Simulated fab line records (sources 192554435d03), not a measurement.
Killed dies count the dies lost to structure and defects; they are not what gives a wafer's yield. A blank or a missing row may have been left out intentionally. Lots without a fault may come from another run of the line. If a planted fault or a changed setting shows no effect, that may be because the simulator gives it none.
Chamber matching    flow n5-finfet    rie-diel-04 running N5_PASSIVATION_ETCH_54: 4 sister chambers
The step etches SiO2 in CHF3/O2, target depth 880 nm, time 440 s. 16 wafers are shown with their chamber, then 8 later ones without.

## WAFERS PAIRED WITH THEIR CHAMBERS
wafer   chamber  rf-vpp-V (V)  drypump-motor-current-A (A)  throttle-valve-pct (%)
L286.1  3        497           6.5                          18.32
L286.3  2        542           4.9                          18.52
L286.6  3        498           6.6                          18.30
L285.3  2        541           4.9                          18.51
L285.4  3        497           6.5                          18.29
L285.6  3        497           6.6                          18.29
L287.1  0        529           5.7                          18.50
L287.4  3        498           6.5                          18.33
L287.6  3        497           6.5                          18.33
L290.2  3        497           6.6                          18.35
L290.3  0        528           5.7                          18.55
L290.4  2        542           4.9                          18.53
L289.2  1        545           6.4                          19.02
L289.4  0        529           5.8                          18.53
L289.6  1        545           6.4                          19.02
L297.3  2        540           4.9                          18.55

SIGNATURES (averages over the wafers above)
reading                  chamber 0  chamber 1  chamber 2  chamber 3  scatter within a chamber
rf-vpp-V                 528.67     545.00     541.25     497.29     0.635
drypump-motor-current-A  5.733      6.400      4.900      6.543      0.0445
throttle-valve-pct       18.5267    19.0200    18.5275    18.3157    0.021
Rule: for a wafer and a chamber, the distance is found by dividing, reading by reading, the gap between the wafer's reading and the chamber's mean by the reading's scatter, squaring, summing and taking the root. If the next closest chamber is less than 2 further off than the closest, the wafer can't be placed; otherwise it belongs to the closest. How the scatter is found: for the shown wafers, subtract from each reading the mean of its chamber, square and add these, divide the total by (wafers less chambers), then take the root.

## WAFERS WITH NO CHAMBER GIVEN
wafer   rf-vpp-V (V)  drypump-motor-current-A (A)  throttle-valve-pct (%)
L297.4  546           6.4                          19.02
L297.5  540           4.9                          18.54
L298.2  526           5.7                          18.57
L298.3  497           6.5                          18.35
L298.5  546           6.4                          19.04
L306.2  496           6.5                          18.41
L306.3  527           5.8                          18.60
L306.5  546           6.4                          19.09

## WHICH CHAMBER EACH ONE RAN IN
wafer   from the rows above  in truth
L297.4  1                    1
L297.5  2                    2
L298.2  0                    0
L298.3  3                    3
L298.5  1                    1
L306.2  3                    3
L306.3  0                    0
L306.5  1                    1
Correctly placed: 8 of 8. Left unplaced by these rows: 0. 0 placed wrongly.
